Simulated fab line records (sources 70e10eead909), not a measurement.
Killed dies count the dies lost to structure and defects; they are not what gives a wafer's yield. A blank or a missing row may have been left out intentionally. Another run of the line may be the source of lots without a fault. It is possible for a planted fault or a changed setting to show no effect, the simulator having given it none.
What tool caused it?	flow nand-harc	72 wafers from 24 lots sampled at 6 of the route's 1302 steps

## WHAT THE GAUGES READ, wafer by wafer
The record holds no reading of a measuring or inspecting step that can be judged against a usual standard deviation.

## WHICH TOOL RAN EACH LOT (tool, then ch and the chambers of the sampled wafers, then the start)
lot	NHARC_A_STAIRCASE_HM_DEP_456	NHARC_A_STAIRCASE_DESCUM_291	NHARC_A_STAIRCASE_ETCH_453	NHARC_A_STAIRCASE_ALD_415	NHARC_A_STAIRCASE_DEP_322	NHARC_A_STAIRCASE_ETCH_444
L075	acl-dep-02 ch 0, day 16 09:47	rie-diel-11 ch 0,2,3, day 16 23:56	rie-diel-08 ch 0,2,3, day 17 13:00 or earlier	ald-hk-01 ch 0,1, day 17 13:00	pecvd-04 ch 1,2, day 18 10:38	rie-diel-01 ch 1,2, day 19 09:10
L076	acl-dep-03 ch 0, day 16 20:35	rie-diel-01 ch 0,1,3, day 17 11:01	rie-diel-11 ch 2,3, day 17 21:49 or earlier	ald-hk-04 ch 1,2,3, day 17 21:49	pecvd-01 ch 0,2, day 18 20:31	rie-diel-01 ch 1,3, day 19 17:05
L074	acl-dep-03 ch 0, day 17 00:37	rie-diel-11 ch 1,2, day 17 12:43	rie-diel-01 ch 0,3, day 18 02:26 or earlier	ald-hk-03 ch 1,2,3, day 18 02:26	pecvd-01 ch 0,1,2, day 19 04:17	rie-diel-11 ch 0,3, day 19 17:37
L077	acl-dep-02 ch 0, day 17 13:52	rie-diel-11 ch 0,1, day 17 23:18	rie-diel-01 ch 0,3, day 18 06:24 or earlier	ald-hk-03 ch 1,2, day 18 06:24	pecvd-02 ch 0,1,2, day 19 03:52	rie-diel-01 ch 0,1, day 19 19:54
L078	acl-dep-02 ch 0, day 17 15:25	rie-diel-11 ch 0,2,3, day 18 01:03	rie-diel-08 ch 1,3, day 18 08:33 or earlier	ald-hk-03 ch 0,1,3, day 18 08:33	pecvd-04 ch 0,1,2, day 19 03:52	rie-diel-11 ch 0,2,3, day 19 19:58
L080	acl-dep-03 ch 0, day 18 05:55	rie-diel-08 ch 0,1,3, day 18 14:44	rie-diel-08 ch 0,2,3, day 18 22:07 or earlier	ald-hk-01 ch 0,1,3, day 18 22:07	pecvd-02 ch 0,1, day 19 18:42	rie-diel-08 ch 0,2,3, day 20 10:38
L079	acl-dep-02 ch 0, day 18 10:51	rie-diel-11 ch 0,3, day 18 19:16	rie-diel-01 ch 0,2,3, day 19 07:55 or earlier	ald-hk-01 ch 0,3, day 19 07:55	pecvd-02 ch 0,1,2, day 20 05:08	rie-diel-08 ch 1,2,3, day 20 22:46
L084	acl-dep-02 ch 0, day 20 00:29	rie-diel-11 ch 0,2, day 20 09:04	rie-diel-08 ch 0,3, day 20 19:01 or earlier	ald-hk-01 ch 0,1,3, day 20 19:01	pecvd-02 ch 0,1,2, day 21 15:58	rie-diel-11 ch 0,1, day 22 12:14
L082	acl-dep-03 ch 0, day 20 02:13	rie-diel-11 ch 2,3, day 20 11:05	rie-diel-11 ch 0,1, day 20 20:58 or earlier	ald-hk-04 ch 0,1,2, day 20 20:58	pecvd-04 ch 0,1,2, day 21 15:57	rie-diel-08 ch 0,1, day 22 12:59
L081	acl-dep-03 ch 0, day 20 04:04	rie-diel-11 ch 0,1,3, day 20 16:31	rie-diel-01 ch 1,2, day 21 00:29 or earlier	ald-hk-03 ch 0,1,2, day 21 00:29	pecvd-04 ch 1,2, day 22 00:58	rie-diel-08 ch 0,1,3, day 22 18:31
L083	acl-dep-02 ch 0, day 20 15:38	rie-diel-08 ch 1,2,3, day 21 00:43	rie-diel-01 ch 0,1,3, day 21 08:34 or earlier	ald-hk-03 ch 0,1,3, day 21 08:34	pecvd-01 ch 0,1,2, day 22 04:45	rie-diel-11 ch 0,1,3, day 22 17:49
L085	acl-dep-02 ch 0, day 20 22:11	rie-diel-11 ch 0,1,2, day 21 07:47	rie-diel-01 ch 0,2,3, day 21 15:26 or earlier	ald-hk-03 ch 1,2,3, day 21 15:26	pecvd-02 ch 0,1,2, day 22 13:21	rie-diel-11 ch 0,2,3, day 23 09:35
L086	acl-dep-02 ch 0, day 20 23:23	rie-diel-01 ch 1,2, day 21 09:45	rie-diel-08 ch 0,1,3, day 21 17:01 or earlier	ald-hk-04 ch 2,3, day 21 17:01	pecvd-04 ch 0,1,2, day 22 13:21	rie-diel-08 ch 0,1,2, day 23 10:23
L088	acl-dep-02 ch 0, day 21 22:28	rie-diel-01 ch 2,3, day 22 07:11	rie-diel-08 ch 0,1, day 22 17:58 or earlier	ald-hk-01 ch 0,1,3, day 22 17:58	pecvd-02 ch 0,1, day 23 15:35	rie-diel-11 ch 0,1, day 24 09:00
L087	acl-dep-03 ch 0, day 21 23:52	rie-diel-08 ch 2,3, day 22 12:07	rie-diel-11 ch 0,2, day 23 00:43 or earlier	ald-hk-01 ch 0,3, day 23 00:43	pecvd-02 ch 0,1,2, day 23 21:03	rie-diel-01 ch 0,3, day 24 15:47
L089	acl-dep-02 ch 0, day 22 02:13	rie-diel-01 ch 1,2, day 22 14:08	rie-diel-01 ch 0,2, day 23 00:16 or earlier	ald-hk-04 ch 1,2, day 23 00:16	pecvd-04 ch 0,2, day 23 21:05	rie-diel-08 ch 1,2,3, day 24 16:34
L090	acl-dep-02 ch 0, day 22 23:51	rie-diel-01 ch 0,1, day 23 10:50	rie-diel-08 ch 0,1,3, day 23 18:31 or earlier	ald-hk-03 ch 0,1,3, day 23 18:31	pecvd-04 ch 0,1,2, day 24 17:17	rie-diel-08 ch 0,1,3, day 25 11:58
L091	acl-dep-01 ch 0, day 23 00:54	rie-diel-01 ch 0,1,3, day 23 11:47	rie-diel-08 ch 1,2,3, day 23 19:50 or earlier	ald-hk-04 ch 0,1,3, day 23 19:50	pecvd-02 ch 0,1,2, day 24 17:17	rie-diel-11 ch 0,2,3, day 25 11:56
L092	acl-dep-02 ch 0, day 23 10:08	rie-diel-08 ch 1,2,3, day 23 18:22	rie-diel-01 ch 1,3, day 24 02:14 or earlier	ald-hk-04 ch 0,1,3, day 24 02:14	pecvd-01 ch 0,1, day 24 17:24	rie-diel-01 ch 1,3, day 25 12:37
L093	acl-dep-02 ch 0, day 24 06:01	rie-diel-11 ch 0,2,3, day 24 14:17	rie-diel-08 ch 0,1,2, day 24 21:18 or earlier	ald-hk-01 ch 0,1, day 24 21:18	pecvd-01 ch 0,2, day 25 17:43	rie-diel-11 ch 0,2,3, day 26 10:46
L094	acl-dep-03 ch 0, day 24 06:58	rie-diel-11 ch 1,2,3, day 24 16:33	rie-diel-11 ch 0,1,2, day 24 23:47 or earlier	ald-hk-01 ch 0,1,3, day 24 23:47	pecvd-04 ch 1,2, day 25 17:53	rie-diel-08 ch 0,2,3, day 26 10:20
L097	acl-dep-03 ch 0, day 25 11:45	rie-diel-11 ch 2,3, day 25 22:14	rie-diel-11 ch 2,3, day 26 05:53 or earlier	ald-hk-04 ch 0,2, day 26 05:53	pecvd-04 ch 0,2, day 27 04:20	rie-diel-01 ch 1,2,3, day 27 21:25
L096	acl-dep-01 ch 0, day 25 12:10	rie-diel-01 ch 1,2,3, day 25 22:26	rie-diel-08 ch 1,2, day 26 06:01 or earlier	ald-hk-03 ch 0,1,2, day 26 06:01	pecvd-01 ch 0,1,2, day 27 04:20	rie-diel-08 ch 1,3, day 27 21:16
L095	acl-dep-01 ch 0, day 25 23:43	rie-diel-01 ch 0,2,3, day 26 13:00	rie-diel-08 ch 0,2,3, day 27 00:47 or earlier	ald-hk-04 ch 0,1,2, day 27 00:47	pecvd-01 ch 0,1, day 27 23:05	rie-diel-01 ch 0,1,2, day 28 18:13
- NHARC_A_STAIRCASE_HM_DEP_456: deposits aC, target thk 3100 nm.
- NHARC_A_STAIRCASE_DESCUM_291: chemistry O2, time 3 s.
- NHARC_A_STAIRCASE_ETCH_453: etches the open film in CF4/O2, target depth 30 nm, overetch 3 nm, time 16.5 s.
- NHARC_A_STAIRCASE_ALD_415: deposits SiO2, target thk 30 nm, pulse time 6 s, ald cycles 300.
- NHARC_A_STAIRCASE_DEP_322: deposits SiO2, target thk 7200 nm.
- NHARC_A_STAIRCASE_ETCH_444: etches the open film in C4F8/O2, target depth 20400 nm, time 6800 s.

## AS READ BY THE TOOLS THEMSELVES (means over the sampled wafers that have a number; for cases with no such wafer, the mark the record gives instead)
NHARC_A_STAIRCASE_HM_DEP_456.
lot	tool	throttle-valve-pct (%)
L075	acl-dep-02	35.002
L076	acl-dep-03	35.002
L074	acl-dep-03	35.001
L077	acl-dep-02	35.002
L078	acl-dep-02	35.001
L080	acl-dep-03	35.003
L079	acl-dep-02	35.003
L084	acl-dep-02	35.000
L082	acl-dep-03	34.994
L081	acl-dep-03	35.006
L083	acl-dep-02	34.999
L085	acl-dep-02	34.999
L086	acl-dep-02	35.008
L088	acl-dep-02	35.001
L087	acl-dep-03	34.991
L089	acl-dep-02	34.997
L090	acl-dep-02	34.999
L091	acl-dep-01	34.995
L092	acl-dep-02	35.001
L093	acl-dep-02	34.998
L094	acl-dep-03	34.999
L097	acl-dep-03	35.002
L096	acl-dep-01	34.997
L095	acl-dep-01	34.991

NHARC_A_STAIRCASE_DESCUM_291.
lot	tool	drypump-motor-current-A (A)	o2-flow-sccm (sccm)	oes-product-au (a.u.)	rf-vpp-V (V)	showerhead-plenum-p-Torr (Torr)	throttle-valve-pct (%)
L075	rie-diel-11	5.8	199.3	1.008	57.2	1.97	11.312
L076	rie-diel-01	5.7	199.8	1.007	58.3	1.96	11.312
L074	rie-diel-11	5.2	200.2	1.016	57.8	1.92	11.310
L077	rie-diel-11	5.6	200.7	1.000	57.8	1.91	11.317
L078	rie-diel-11	5.7	200.4	1.012	58.6	1.97	11.308
L080	rie-diel-08	5.6	200.0	1.001	58.0	1.94	11.300
L079	rie-diel-11	5.7	199.9	1.000	57.5	1.99	11.309
L084	rie-diel-11	6.3	199.6	1.005	58.4	1.94	11.307
L082	rie-diel-11	5.3	199.7	1.005	57.6	1.98	11.310
L081	rie-diel-11	5.6	199.6	1.004	58.2	1.94	11.306
L083	rie-diel-08	5.7	199.7	0.993	57.7	1.91	11.306
L085	rie-diel-11	5.7	199.7	1.004	57.3	1.93	11.311
L086	rie-diel-01	6.0	199.9	1.010	58.0	1.88	11.308
L088	rie-diel-01	6.0	199.7	1.010	57.4	1.80	11.321
L087	rie-diel-08	5.8	200.2	1.004	57.6	1.87	11.317
L089	rie-diel-01	6.0	199.9	1.003	58.3	1.88	11.306
L090	rie-diel-01	5.6	199.3	1.011	58.6	2.01	11.314
L091	rie-diel-01	5.7	200.1	0.996	57.7	1.94	11.302
L092	rie-diel-08	5.7	199.7	1.003	57.5	1.90	11.314
L093	rie-diel-11	5.8	200.4	1.019	58.6	1.96	11.311
L094	rie-diel-11	5.2	199.9	1.010	57.8	1.95	11.311
L097	rie-diel-11	5.3	200.3	1.012	57.9	1.97	11.306
L096	rie-diel-01	5.9	199.5	0.997	57.9	1.94	11.310
L095	rie-diel-01	5.7	199.9	0.990	57.4	1.98	11.304

NHARC_A_STAIRCASE_ETCH_453.
lot	tool	drypump-motor-current-A (A)	o2-flow-sccm (sccm)	oes_o_777_au (a.u.)	oes-product-au (a.u.)	rf-vpp-V (V)	showerhead-plenum-p-Torr (Torr)	throttle-valve-pct (%)
L075	rie-diel-08	5.6	19.97	0.999	1.001	198.0	1.33	13.406
L076	rie-diel-11	5.3	19.97	1.000	1.021	198.9	1.40	13.393
L074	rie-diel-01	5.6	20.02	0.997	0.986	198.6	1.34	13.411
L077	rie-diel-01	5.6	20.01	1.000	0.992	197.9	1.34	13.398
L078	rie-diel-08	5.7	20.10	1.005	1.004	197.3	1.34	13.397
L080	rie-diel-08	5.6	19.96	0.998	1.002	198.7	1.33	13.396
L079	rie-diel-01	5.8	20.00	1.002	0.999	198.3	1.33	13.399
L084	rie-diel-08	5.5	19.99	0.999	1.008	197.6	1.34	13.392
L082	rie-diel-11	6.1	20.04	0.996	1.011	197.2	1.33	13.399
L081	rie-diel-01	6.1	20.04	1.000	1.024	196.3	1.28	13.403
L083	rie-diel-01	5.7	20.04	0.999	1.003	199.0	1.36	13.398
L085	rie-diel-01	5.8	20.00	1.004	1.000	197.1	1.32	13.400
L086	rie-diel-08	5.6	19.98	1.002	1.004	198.4	1.35	13.401
L088	rie-diel-08	5.4	20.02	1.003	1.005	198.7	1.36	13.403
L087	rie-diel-11	5.8	20.04	0.996	1.003	198.1	1.36	13.395
L089	rie-diel-01	6.0	19.99	0.996	1.007	197.9	1.31	13.399
L090	rie-diel-08	5.6	19.99	0.998	1.001	198.1	1.34	13.397
L091	rie-diel-08	5.7	20.01	1.000	0.993	197.4	1.33	13.392
L092	rie-diel-01	5.8	20.00	0.999	0.995	197.4	1.32	13.397
L093	rie-diel-08	5.5	20.01	0.995	1.010	197.7	1.34	13.394
L094	rie-diel-11	5.7	20.01	1.000	1.006	198.4	1.34	13.396
L097	rie-diel-11	5.3	19.96	1.001	1.007	198.2	1.38	13.401
L096	rie-diel-08	5.6	20.05	0.998	1.004	198.5	1.34	13.401
L095	rie-diel-08	5.6	19.98	0.999	1.008	197.0	1.31	13.397

NHARC_A_STAIRCASE_ALD_415.
lot	tool	heater-power-w (W)	precursor-pulse-height-rel
L075	ald-hk-01	431	1.005
L076	ald-hk-04	491	0.985
L074	ald-hk-03	487	1.011
L077	ald-hk-03	473	0.999
L078	ald-hk-03	449	1.001
L080	ald-hk-01	426	1.010
L079	ald-hk-01	428	0.992
L084	ald-hk-01	432	0.969
L082	ald-hk-04	437	0.993
L081	ald-hk-03	456	0.998
L083	ald-hk-03	452	0.994
L085	ald-hk-03	488	1.026
L086	ald-hk-04	528	1.005
L088	ald-hk-01	435	1.007
L087	ald-hk-01	435	0.991
L089	ald-hk-04	445	0.994
L090	ald-hk-03	442	0.989
L091	ald-hk-04	452	1.011
L092	ald-hk-04	450	1.002
L093	ald-hk-01	440	1.008
L094	ald-hk-01	432	0.997
L097	ald-hk-04	437	1.009
L096	ald-hk-03	447	0.982
L095	ald-hk-04	427	0.993

NHARC_A_STAIRCASE_DEP_322.
lot	tool	heater-power-w (W)
L075	pecvd-04	668
L076	pecvd-01	657
L074	pecvd-01	640
L077	pecvd-02	565
L078	pecvd-04	711
L080	pecvd-02	606
L079	pecvd-02	582
L084	pecvd-02	583
L082	pecvd-04	674
L081	pecvd-04	608
L083	pecvd-01	632
L085	pecvd-02	576
L086	pecvd-04	668
L088	pecvd-02	609
L087	pecvd-02	553
L089	pecvd-04	592
L090	pecvd-04	689
L091	pecvd-02	597
L092	pecvd-01	708
L093	pecvd-01	594
L094	pecvd-04	663
L097	pecvd-04	689
L096	pecvd-01	662
L095	pecvd-01	678

NHARC_A_STAIRCASE_ETCH_444.
lot	tool	oes-product-au (a.u.)	rf-vpp-V (V)
L075	rie-diel-01	0.929	806
L076	rie-diel-01	0.923	806
L074	rie-diel-11	0.943	812
L077	rie-diel-01	0.922	813
L078	rie-diel-11	0.951	810
L080	rie-diel-08	0.934	807
L079	rie-diel-08	0.935	806
L084	rie-diel-11	0.934	806
L082	rie-diel-08	0.932	810
L081	rie-diel-08	0.926	808
L083	rie-diel-11	0.921	809
L085	rie-diel-11	0.930	810
L086	rie-diel-08	0.923	807
L088	rie-diel-11	0.922	806
L087	rie-diel-01	0.956	807
L089	rie-diel-08	0.986	806
L090	rie-diel-08	0.973	808
L091	rie-diel-11	0.931	810
L092	rie-diel-01	0.974	806
L093	rie-diel-11	0.934	809
L094	rie-diel-08	0.941	804
L097	rie-diel-01	0.926	808
L096	rie-diel-08	0.931	807
L095	rie-diel-01	0.928	812

## THE ANSWER, worked out from the rows above alone
Rule: what is usual is taken from the lots themselves. Put in order of their means at a reading, lots are off if they are a third of the lots or fewer, leave a main group of 4 or more, and stand apart from it by a gap of 3 or more times the standard deviation of the main group's means; of several such gaps the widest counts. If all means in a main group match to the digits the tables above print for the reading, that group is not used. A lot without any number at a reading at which 4 lots or more have one is off too. Any other lot the step has rows for is counted as sound. Order of review: gauges by route order, followed by the tools' own readings, for which a lot's mean as printed above is used. At the first step where some lot is off, the reading lying furthest off is the one used; lots without a number count as furthest.
No lot is off on any of the readings shown, so nothing can be concluded from this.

## WHAT THE SIMULATOR HAD PUT IN
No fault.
